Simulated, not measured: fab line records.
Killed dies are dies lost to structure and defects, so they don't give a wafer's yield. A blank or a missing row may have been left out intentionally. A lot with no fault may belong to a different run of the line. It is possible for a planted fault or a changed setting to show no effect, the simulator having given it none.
Struck lot and sound lot, side by side -- flow n5-finfet -- 20 steps out of a route of 1938
Sound: wafers L184.3, L184.5, L184.6. Struck: wafer L188.2; the same lot's L188.4 was not struck, so it is left out; see the end for the cause.
Each step with rows lists, per side, the tool, then ch with its chambers, then its first start. Under that, the readings that differ: sound wafers -- struck wafers -- difference of the means -- sigmas: that difference in standard deviations of wafers without a fault.
alike: readings with means less than 2 such deviations apart, plus words and numbers identical on both sides. not compared: withheld readings, readings lacking a value on some wafer, bounds such as >300 that could conceal the same value, and numbers that have no deviation in the record and whose values overlap.
A row with sigmas, a row that says differs or no value, or rows on one side alone: a step with any of these is where the two part. Numbers that have no deviation but don't overlap get no sigmas and don't part them. Lack of a reading on every wafer of one side parts them only where that side has two or more wafers.

first, 9 steps without rows for these wafers: N5_PMOS_HMC_CHANNEL_EPI_HM_DEP_34 (deposits SiO2 from TEOS/O2, target thk 36 nm, time 6.9 s); N5_PMOS_HMC_CHANNEL_EPI_COAT_31 (time 60 s, resist thk 66 nm); N5_PMOS_HMC_CHANNEL_EPI_COAT_03 (resist thk 205 nm); N5_PMOS_HMC_CHANNEL_EPI_EBR_05; N5_PMOS_HMC_CHANNEL_EPI_SOFTBAKE_04 (time 60 s); N5_PMOS_HMC_CHANNEL_EPI_EXPOSE_06 (exposes mask PMOS HMC BLK, target cd 240 nm); N5_PMOS_HMC_CHANNEL_EPI_PEB_07 (peb time 60 s); N5_PMOS_HMC_CHANNEL_EPI_DEVELOP_08 (develop time 30 s); N5_PMOS_HMC_CHANNEL_EPI_DESCUM_14 (chemistry O2, time 7.9 s).
N5_PMOS_HMC_CHANNEL_EPI_ETCH_32: etches BARC in N2/H2, stops on SiO2, target depth 85.8 nm, time 50.3 s.
  sound on rie-diel-02 ch 2,3, day 2 12:20; struck on rie-diel-02 ch 2, day 3 11:41
reading,sound,struck,difference,sigmas
showerhead-plenum-p-Torr (Torr),2.41 2.41 2.67,2.67,+0.17,+2
model.CAR-ArF-block_of_PMOS_HMC_CHANNEL_EPI_COAT_03.thk-nm (nm),131.6 132.4 130.5,83.38,-48.12,
model.PMOS_HMC_CHANNEL_EPI.cd-nm (nm),239.7 240.7 240.7,247.1,+6.7,
model.SiO2_of_PMOS_HMC_CHANNEL_EPI_HM_DEP_34.thk-nm (nm),36.05 35.61 35.78,34.33,-1.48,
  alike: drypump-motor-current-A, oes-product-au, rf-vpp-V, throttle-valve-pct
  not compared: rf-hours-counter-h
N5_PMOS_HMC_CHANNEL_EPI_HM_OPEN_15: chemistry CHF3/O2, target SiO2, target depth 40.6 nm, time 20.3 s.
  sound on rie-diel-02 ch 2,3, day 2 12:22; struck on rie-diel-02 ch 2, day 3 11:43
reading,sound,struck,difference,sigmas
model.CAR-ArF-block_of_PMOS_HMC_CHANNEL_EPI_COAT_03.thk-nm (nm),92.34 93.28 89,41.52,-50.02,
  alike: O2_flow_sccm, drypump-motor-current-A, oes-product-au, rf-vpp-V, showerhead-plenum-p-Torr, throttle-valve-pct
  not compared: rf-hours-counter-h
then, 3 steps without rows for these wafers: N5_PMOS_HMC_CHANNEL_EPI_STRIP_33 (strips in N2/H2); N5_PMOS_HMC_CHANNEL_EPI_STRIP_17 (strips in SPM, time 750 s); N5_PMOS_HMC_CHANNEL_EPI_ETCH_38 (etches SiO2 in CF4, target depth 1.5 nm).
N5_PMOS_HMC_CHANNEL_EPI_FIN_RECESS_16: chemistry HBr/Cl2, target Si, target depth 54 nm, time 18 s.
  sound on rie-si-04 ch 1,2,3, day 2 12:46; struck on rie-si-04 ch 2, day 3 12:07
reading,sound,struck,difference,sigmas
model.PMOS_HMC_CHANNEL_EPI.cd-nm (nm),239.7 240.6 240.6,247,+7,
  alike: drypump-motor-current-A, oes-product-au, throttle-valve-pct
  not compared: rf-hours-counter-h
then, 1 step without rows for these wafers: N5_PMOS_HMC_CHANNEL_EPI_PRECLEAN_36 (cleans in O3/DIW, time 45 s).
N5_PMOS_HMC_CHANNEL_EPI_PRECLEAN_18: cleans in DHF, time 30 s.
  sound on wet-bench-02 ch 1,4,6, day 2 12:53; struck on wet-bench-02 ch 5, day 3 12:13
reading,sound,struck,difference,sigmas
model.SiO2_of_PMOS_HMC_CHANNEL_EPI_HM_DEP_34.thk-nm (nm),24.97 24.36 24.63,23.08,-1.57,
then, 1 step without rows for these wafers: N5_PMOS_HMC_CHANNEL_EPI_SRD_19 (time 30 s).
-- record jumps: 6 days separate the struck wafers' starts on either side; left off in module PMOS_HMC_CHANNEL_EPI, taken up again in module BEOL_M4, whose first shown step is the route's number 1111 --
N5_BEOL_M4_RC_MEAS_101:
  sound on prober-02 ch 0, day 8 15:25; struck on prober-01 ch 0, day 9 07:25
  alike: DIBL_N, DIBL_P, IOFF_N, IOFF_P, ION_N, ION_P, SS_N, SS_P, VT_N, VT_P
N5_PASSIVATION_PROBE_49:
  sound wafers here have rows in the record (prober-01, day 13 04:18); struck ones have none

## WHERE THEY PART
First at N5_PMOS_HMC_CHANNEL_EPI_ETCH_32; last, within this record, at N5_PASSIVATION_PROBE_49.

WHY: whatever the simulator had introduced
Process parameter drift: rie-diel-02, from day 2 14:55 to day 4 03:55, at N5_PMOS_HMC_CHANNEL_EPI_ETCH_32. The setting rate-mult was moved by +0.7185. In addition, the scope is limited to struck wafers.
